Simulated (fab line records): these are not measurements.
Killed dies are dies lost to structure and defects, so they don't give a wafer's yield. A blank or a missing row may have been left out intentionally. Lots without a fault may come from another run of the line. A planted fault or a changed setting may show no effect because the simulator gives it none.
Which tool was responsible? -- flow nand_harc -- 57 wafers from 19 lots sampled at 6 of the route's 1302 steps

WHAT THE GAUGES READ, wafer by wafer
No reading from a measuring or inspecting step in the record can be judged against a usual standard deviation.

EACH LOT AND THE TOOL THAT RAN IT (in order: tool; ch and the chambers of the sampled wafers; start)
lot,NHARC_A_STAIRCASE_HM_OPEN_460,NHARC_A_STAIRCASE_ETCH_453,NHARC_A_STAIRCASE_ETCH_315,NHARC_A_SGD_CUT_ETCH_16,NHARC_A_CONTACT_ETCH_90,NHARC_A_CONTACT_ETCH_124
L074,"rie_diel-02 ch 1,2,3, day 22 00:38 or earlier","rie_diel-10 ch 0,3, day 22 00:38 or earlier","rie_diel-10 ch 0,1, day 22 00:38 or earlier","rie_diel-04 ch 0,1,2, day 22 00:38 or earlier","rie_diel-05 ch 0,3, day 22 00:38","har_cap_etch-03 ch 0,1, day 22 09:43"
L075,"rie_diel-02 ch 0,1,3, day 22 05:26 or earlier","rie_diel-10 ch 0,1,3, day 22 05:26 or earlier","rie_diel-10 ch 0,1,2, day 22 05:26 or earlier","rie_diel-11 ch 0,1,2, day 22 05:26 or earlier","rie_diel-05 ch 0,1,2, day 22 05:26","har_cap_etch-02 ch 0,1, day 22 12:38"
L076,"rie_diel-01 ch 1,3, day 22 14:23 or earlier","rie_diel-10 ch 1,2,3, day 22 14:23 or earlier","rie_diel-10 ch 0,2, day 22 14:23 or earlier","rie_diel-12 ch 0,1,2, day 22 14:23 or earlier","rie_diel-05 ch 0,2,3, day 22 14:23","har_cap_etch-01 ch 0,1, day 22 21:16"
L078,"rie_diel-10 ch 1,3, day 23 01:59 or earlier","rie_diel-02 ch 0,1,2, day 23 01:59 or earlier","rie_diel-02 ch 1,2,3, day 23 01:59 or earlier","rie_diel-11 ch 1,2,3, day 23 01:59 or earlier","rie_diel-05 ch 0,1, day 23 01:59","har_cap_etch-03 ch 0,1, day 23 08:42"
L077,"rie_diel-02 ch 0,1,2, day 23 02:23 or earlier","rie_diel-10 ch 0,2,3, day 23 02:23 or earlier","rie_diel-10 ch 2,3, day 23 02:23 or earlier","rie_diel-12 ch 1,2,3, day 23 02:23 or earlier","rie_diel-01 ch 1,2,3, day 23 02:23","har_cap_etch-01 ch 0,1, day 23 10:43"
L079,"rie_diel-10 ch 0,2, day 24 03:41 or earlier","rie_diel-01 ch 0,1,3, day 24 03:41 or earlier","rie_diel-01 ch 0,1,3, day 24 03:41 or earlier","rie_diel-12 ch 0,2,3, day 24 03:41 or earlier","rie_diel-05 ch 1,2,3, day 24 03:41","har_cap_etch-02 ch 0,1, day 24 13:25"
L080,"rie_diel-02 ch 1,2,3, day 23 23:29 or earlier","rie_diel-02 ch 1,2,3, day 23 23:29 or earlier","rie_diel-02 ch 0,1,2, day 23 23:29 or earlier","rie_diel-11 ch 0,1,2, day 23 23:29 or earlier","rie_diel-01 ch 1,2,3, day 23 23:29","har_cap_etch-03 ch 0,1, day 24 09:34"
L081,"rie_diel-02 ch 0,1, day 24 15:24 or earlier","rie_diel-01 ch 2,3, day 24 15:24 or earlier","rie_diel-01 ch 1,2, day 24 15:24 or earlier","rie_diel-04 ch 0,1, day 24 15:24 or earlier","rie_diel-05 ch 0,1, day 24 15:24","har_cap_etch-03 ch 1, day 25 02:08"
L084,"rie_diel-01 ch 0,3, day 25 19:14 or earlier","rie_diel-01 ch 2,3, day 25 19:14 or earlier","rie_diel-01 ch 0,2, day 25 19:14 or earlier","rie_diel-11 ch 2,3, day 25 19:14 or earlier","rie_diel-05 ch 1,2,3, day 25 19:14","har_cap_etch-03 ch 0, day 26 02:00"
L085,"rie_diel-10 ch 0,1, day 25 22:05 or earlier","rie_diel-01 ch 2,3, day 25 22:05 or earlier","rie_diel-01 ch 0,1, day 25 22:05 or earlier","rie_diel-12 ch 2,3, day 25 22:05 or earlier","rie_diel-05 ch 0,3, day 25 22:05","har_cap_etch-01 ch 0,1, day 26 07:30"
L086,"rie_diel-02 ch 0,3, day 26 09:46 or earlier","rie_diel-01 ch 0,1, day 26 09:46 or earlier","rie_diel-01 ch 0,2, day 26 09:46 or earlier","rie_diel-12 ch 0,1,3, day 26 09:46 or earlier","rie_diel-01 ch 0,2, day 26 09:46","har_cap_etch-02 ch 0,1, day 26 20:52"
L087,"rie_diel-10 ch 1,2, day 26 11:30 or earlier","rie_diel-10 ch 0,3, day 26 11:30 or earlier","rie_diel-10 ch 1,3, day 26 11:30 or earlier","rie_diel-11 ch 0,1, day 26 11:30 or earlier","rie_diel-01 ch 0,2,3, day 26 11:30","har_cap_etch-03 ch 0,1, day 26 22:28"
L089,"rie_diel-10 ch 1,2, day 27 09:04 or earlier","rie_diel-02 ch 1,2,3, day 27 09:04 or earlier","rie_diel-02 ch 2,3, day 27 09:04 or earlier","rie_diel-11 ch 0,1, day 27 09:04 or earlier","rie_diel-05 ch 0,1,2, day 27 09:04","har_cap_etch-02 ch 0,1, day 27 17:59"
L088,"rie_diel-01 ch 0,1,2, day 27 08:30 or earlier","rie_diel-02 ch 0,1,3, day 27 08:30 or earlier","rie_diel-02 ch 0,2,3, day 27 08:30 or earlier","rie_diel-12 ch 0,1,2, day 27 08:30 or earlier","rie_diel-05 ch 0,2,3, day 27 08:30","har_cap_etch-01 ch 0,1, day 27 17:26"
L091,"rie_diel-01 ch 0,1,3, day 28 09:20 or earlier","rie_diel-02 ch 1,2,3, day 28 09:20 or earlier","rie_diel-02 ch 1,2,3, day 28 09:20 or earlier","rie_diel-12 ch 0,1,2, day 28 09:20 or earlier","rie_diel-05 ch 2,3, day 28 09:20","har_cap_etch-02 ch 0,1, day 28 17:34"
L090,"rie_diel-01 ch 0,2,3, day 28 06:11 or earlier","rie_diel-01 ch 0,2, day 28 06:11 or earlier","rie_diel-01 ch 1,2, day 28 06:11 or earlier","rie_diel-12 ch 0,1, day 28 06:11 or earlier","rie_diel-10 ch 0,2,3, day 28 06:11","har_cap_etch-01 ch 0,1, day 28 13:49"
L093,"rie_diel-10 ch 0,2,3, day 29 14:23 or earlier","rie_diel-01 ch 0,2,3, day 29 14:23 or earlier","rie_diel-01 ch 0,2, day 29 14:23 or earlier","rie_diel-04 ch 0,2,3, day 29 14:23 or earlier","rie_diel-05 ch 2,3, day 29 14:23","har_cap_etch-02 ch 0,1, day 29 22:50"
L096,"rie_diel-02 ch 0,2,3, day 30 19:43 or earlier","rie_diel-02 ch 1,2,3, day 30 19:43 or earlier","rie_diel-02 ch 0,3, day 30 19:43 or earlier","rie_diel-12 ch 0,1,3, day 30 19:43 or earlier","rie_diel-05 ch 1,2, day 30 19:43","har_cap_etch-03 ch 0, day 31 03:04"
L097,"rie_diel-01 ch 0,1,3, day 31 01:35 or earlier","rie_diel-01 ch 0,1,3, day 31 01:35 or earlier","rie_diel-01 ch 1,2, day 31 01:35 or earlier","rie_diel-04 ch 1,2,3, day 31 01:35 or earlier","rie_diel-10 ch 1,2,3, day 31 01:35","har_cap_etch-02 ch 0,1, day 31 09:10"
- NHARC_A_STAIRCASE_HM_OPEN_460: chemistry O2/COS.
- NHARC_A_STAIRCASE_ETCH_453: etches the open film in CF4/O2, target depth 30 nm, overetch 3 nm, time 16.5 s.
- NHARC_A_STAIRCASE_ETCH_315: etches the open film in C4F8/O2/Ar, target depth 2500 nm, time 607.1 s.
- NHARC_A_SGD_CUT_ETCH_16: etches the open film in C4F8/O2/Ar, target depth 310.5 nm, time 155.2 s.
- NHARC_A_CONTACT_ETCH_90: etches the open film in CH3F/O2, target depth 40 nm, time 85.7 s.
- NHARC_A_CONTACT_ETCH_124: etches the open film in C4F8/O2/Ar, time 140 s, target depth 700 nm.

AS READ BY THE TOOLS THEMSELVES (means over the sampled wafers that have a number; for cases with no such wafer, the mark the record gives instead)
NHARC_A_STAIRCASE_HM_OPEN_460. Usual: bias_w 300.2 W (standard deviation 0.82); drypump_motor_current_A 5.7 A (standard deviation 0.4); oes_product_au 1.008 a.u. (standard deviation 0.012); rf_fwd_power_W 499.1 W (standard deviation 1.6); rf_vpp_V 468 V (standard deviation 3.1); showerhead_plenum_p_Torr 3.18 Torr (standard deviation 0.14); throttle_valve_pct 28.331 % (standard deviation 0.0089).
lot,tool,bias_w (W),drypump_motor_current_A (A),oes_product_au (a.u.),rf_fwd_power_W (W),rf_vpp_V (V),showerhead_plenum_p_Torr (Torr),throttle_valve_pct (%),flag
L074,rie_diel-02,300.4,5.9,1.002,500.0,468,3.15,28.332,
L075,rie_diel-02,299.6,6.0,0.995,499.3,468,3.17,28.333,
L076,rie_diel-01,300.3,6.0,1.010,499.3,468,3.15,28.331,
L078,rie_diel-10,299.7,5.8,1.013,500.9,469,3.19,28.336,
L077,rie_diel-02,300.2,6.2,1.007,499.3,465,3.04,28.333,
L079,rie_diel-10,300.5,5.5,1.013,498.2,472,3.35,28.338,
L080,rie_diel-02,300.1,6.0,1.005,499.9,468,3.14,28.334,
L081,rie_diel-02,299.0,6.2,1.018,498.1,466,3.09,28.324,
L084,rie_diel-01,299.8,5.0,1.011,498.6,468,3.18,28.334,
L085,rie_diel-10,300.9,5.7,1.015,500.3,469,3.20,28.322,
L086,rie_diel-02,300.2,5.9,1.009,500.5,468,3.12,28.324,
L087,rie_diel-10,299.6,5.6,1.026,500.3,469,3.20,28.335,
L089,rie_diel-10,299.8,5.5,1.019,499.1,470,3.28,28.331,
L088,rie_diel-01,300.6,5.5,1.001,499.6,469,3.16,28.332,
L091,rie_diel-01,300.7,5.5,1.006,497.7,469,3.15,28.322,
L090,rie_diel-01,300.0,5.4,1.004,498.4,469,3.23,28.325,
L093,rie_diel-10,299.6,5.6,1.002,498.0,471,3.29,28.327,
L096,rie_diel-02,300.0,5.9,1.009,499.8,466,3.08,28.339,
L097,rie_diel-01,300.7,5.5,1.016,498.9,468,3.14,28.335,

NHARC_A_STAIRCASE_ETCH_453. Usual: bias_w 100.00 W, standard deviation 0.3; drypump_motor_current_A 5.7 A, standard deviation 0.44; oes_ar_750_au 1.001 a.u., standard deviation 0.0048; oes_product_au 1.007 a.u., standard deviation 0.012; rf_fwd_power_W 293.8 W, standard deviation 1.7; rf_vpp_V 198.1 V, standard deviation 1.4; showerhead_plenum_p_Torr 1.35 Torr, standard deviation 0.063; throttle_valve_pct 13.398 %, standard deviation 0.0086.
lot,tool,bias_w (W),drypump_motor_current_A (A),oes_ar_750_au (a.u.),oes_product_au (a.u.),rf_fwd_power_W (W),rf_vpp_V (V),showerhead_plenum_p_Torr (Torr),throttle_valve_pct (%),flag
L074,rie_diel-10,99.92,5.7,1.008,1.008,293.7,199.0,1.40,13.400,
L075,rie_diel-10,99.93,5.7,1.001,1.005,294.7,198.6,1.39,13.402,
L076,rie_diel-10,99.67,5.7,0.999,1.007,295.7,198.5,1.32,13.399,
L078,rie_diel-02,100.15,6.1,1.001,1.019,291.8,196.5,1.30,13.398,
L077,rie_diel-10,100.14,5.6,1.004,1.009,293.7,197.2,1.35,13.391,
L079,rie_diel-01,100.03,5.5,1.006,1.013,292.2,199.0,1.35,13.403,
L080,rie_diel-02,100.09,5.9,0.995,0.999,293.3,198.3,1.34,13.399,
L081,rie_diel-01,100.24,5.7,1.001,1.000,293.7,199.6,1.42,13.394,
L084,rie_diel-01,99.70,5.7,1.001,1.005,294.3,199.2,1.42,13.394,
L085,rie_diel-01,100.03,5.8,0.999,1.004,295.7,199.5,1.42,13.401,
L086,rie_diel-01,99.86,5.6,1.005,1.013,292.9,197.3,1.32,13.399,
L087,rie_diel-10,100.05,5.7,0.994,0.999,293.5,198.5,1.39,13.400,
L089,rie_diel-02,100.25,5.9,1.000,1.011,293.4,197.9,1.33,13.394,
L088,rie_diel-02,100.01,5.9,0.999,1.014,293.0,197.6,1.35,13.398,
L091,rie_diel-02,99.89,5.9,1.001,0.999,293.1,198.6,1.33,13.394,
L090,rie_diel-01,99.94,5.1,0.999,1.005,296.1,198.0,1.36,13.393,
L093,rie_diel-01,100.19,5.4,1.002,0.997,295.0,199.1,1.39,13.412,
L096,rie_diel-02,100.13,5.9,1.002,1.003,293.5,198.3,1.33,13.389,
L097,rie_diel-01,100.27,5.5,1.001,1.006,293.3,198.3,1.34,13.401,

NHARC_A_STAIRCASE_ETCH_315. Usual: bias_w 3000 W, standard deviation 9.6; oes_product_au 0.939 a.u., standard deviation 0.012; rf_fwd_power_W 599.3 W, standard deviation 1.6; rf_vpp_V 1831 V, standard deviation 12.
lot,tool,bias_w (W),oes_product_au (a.u.),rf_fwd_power_W (W),rf_vpp_V (V),flag
L074,rie_diel-10,3004,0.949,597.1,1833,
L075,rie_diel-10,3009,0.941,599.8,1827,
L076,rie_diel-10,3002,0.942,600.4,1832,
L078,rie_diel-02,3002,0.952,600.0,1828,
L077,rie_diel-10,3004,0.934,599.8,1825,
L079,rie_diel-01,3008,0.944,597.3,1830,
L080,rie_diel-02,2990,0.946,598.2,1819,
L081,rie_diel-01,2995,0.931,600.3,1837,
L084,rie_diel-01,2992,0.925,598.6,1837,
L085,rie_diel-01,3000,0.947,600.5,1824,
L086,rie_diel-01,3009,0.939,598.4,1836,
L087,rie_diel-10,3002,0.941,598.5,1832,
L089,rie_diel-02,2985,0.926,600.1,1832,
L088,rie_diel-02,3007,0.941,599.1,1824,
L091,rie_diel-02,3003,0.948,598.3,1827,
L090,rie_diel-01,3004,0.930,598.9,1835,
L093,rie_diel-01,3001,0.924,600.5,1836,
L096,rie_diel-02,2989,0.925,599.6,1834,
L097,rie_diel-01,2999,0.939,598.3,1827,

NHARC_A_SGD_CUT_ETCH_16. Usual: bias_w 799.9 W, standard deviation 2.5; oes_product_au 0.964 a.u., standard deviation 0.017; rf_fwd_power_W 597.4 W, standard deviation 1.6; rf_vpp_V 722 V, standard deviation 4.1.
lot,tool,bias_w (W),oes_product_au (a.u.),rf_fwd_power_W (W),rf_vpp_V (V),flag
L074,rie_diel-04,799.0,0.967,597.4,722,
L075,rie_diel-11,799.7,0.978,596.5,720,
L076,rie_diel-12,801.4,0.978,597.1,722,
L078,rie_diel-11,800.5,0.967,597.7,723,
L077,rie_diel-12,798.6,0.973,595.4,724,
L079,rie_diel-12,799.1,0.963,597.9,723,
L080,rie_diel-11,800.8,0.974,596.8,720,
L081,rie_diel-04,800.1,0.988,599.7,724,
L084,rie_diel-11,802.0,0.937,597.9,726,
L085,rie_diel-12,798.7,0.978,599.7,722,
L086,rie_diel-12,800.4,0.946,597.1,723,
L087,rie_diel-11,798.7,0.967,596.8,719,
L089,rie_diel-11,802.5,0.959,598.7,718,
L088,rie_diel-12,799.0,0.948,597.0,723,
L091,rie_diel-12,799.9,0.969,597.2,722,
L090,rie_diel-12,798.1,0.944,596.3,722,
L093,rie_diel-04,799.7,0.974,596.0,719,
L096,rie_diel-12,800.1,0.947,597.1,723,
L097,rie_diel-04,798.2,0.962,598.7,722,

NHARC_A_CONTACT_ETCH_90. Usual: bias_w 99.96 W (standard deviation 0.27); drypump_motor_current_A 5.8 A (standard deviation 0.31); oes_product_au 0.96 a.u. (standard deviation 0.038); rf_fwd_power_W 496.8 W (standard deviation 1.5); rf_vpp_V 244.8 V (standard deviation 1.5); showerhead_plenum_p_Torr 2.49 Torr (standard deviation 0.088); throttle_valve_pct 20.662 % (standard deviation 0.0091).
lot,tool,bias_w (W),drypump_motor_current_A (A),oes_product_au (a.u.),rf_fwd_power_W (W),rf_vpp_V (V),showerhead_plenum_p_Torr (Torr),throttle_valve_pct (%),flag
L074,rie_diel-05,100.04,5.7,0.97,497.5,246.0,2.53,20.658,
L075,rie_diel-05,99.80,6.0,1.00,495.9,244.2,2.44,20.664,
L076,rie_diel-05,99.84,5.8,0.93,496.7,244.3,2.46,20.669,
L078,rie_diel-05,100.11,5.8,0.99,497.3,244.3,2.48,20.652,
L077,rie_diel-01,100.00,5.9,0.93,496.5,246.1,2.54,20.664,
L079,rie_diel-05,100.26,5.9,0.93,496.7,244.1,2.46,20.663,
L080,rie_diel-01,99.84,5.8,0.92,495.8,245.3,2.54,20.666,
L081,rie_diel-05,99.74,5.9,0.97,497.4,245.0,2.48,20.659,
L084,rie_diel-05,100.00,5.9,0.99,497.8,244.0,2.46,20.659,
L085,rie_diel-05,99.77,5.7,1.00,496.0,245.6,2.50,20.655,
L086,rie_diel-01,99.64,5.5,0.99,496.9,245.0,2.55,20.666,
L087,rie_diel-01,99.94,5.4,1.00,496.4,244.4,2.54,20.656,
L089,rie_diel-05,100.12,5.9,0.99,497.6,244.5,2.43,20.661,
L088,rie_diel-05,99.88,5.8,0.92,495.7,243.6,2.45,20.659,
L091,rie_diel-05,99.74,6.0,0.93,496.0,243.3,2.41,20.652,
L090,rie_diel-10,100.14,5.6,0.99,497.4,246.0,2.58,20.660,
L093,rie_diel-05,99.77,6.0,0.94,497.1,243.3,2.40,20.666,
L096,rie_diel-05,100.17,6.0,0.92,495.3,244.0,2.38,20.668,
L097,rie_diel-10,99.78,5.7,0.92,497.3,244.8,2.52,20.670,

THE ANSWER, worked out from the rows above alone
Rule: lot off if the mean of its wafers having a number is beyond 3 standard deviations from the usual mean. A lot without any number at a reading at which 4 lots or more have one is off too. All remaining lots with rows at the step are treated as sound. Order of review: gauges by route order, followed by the tools' own readings, for which a lot's mean as printed above is used. At the first step where some lot is off, the reading lying furthest off is the one used; lots without a number count as furthest.
Across all readings shown, no lot is off: no conclusion can be drawn from this.

WHAT THE SIMULATOR HAD PUT IN
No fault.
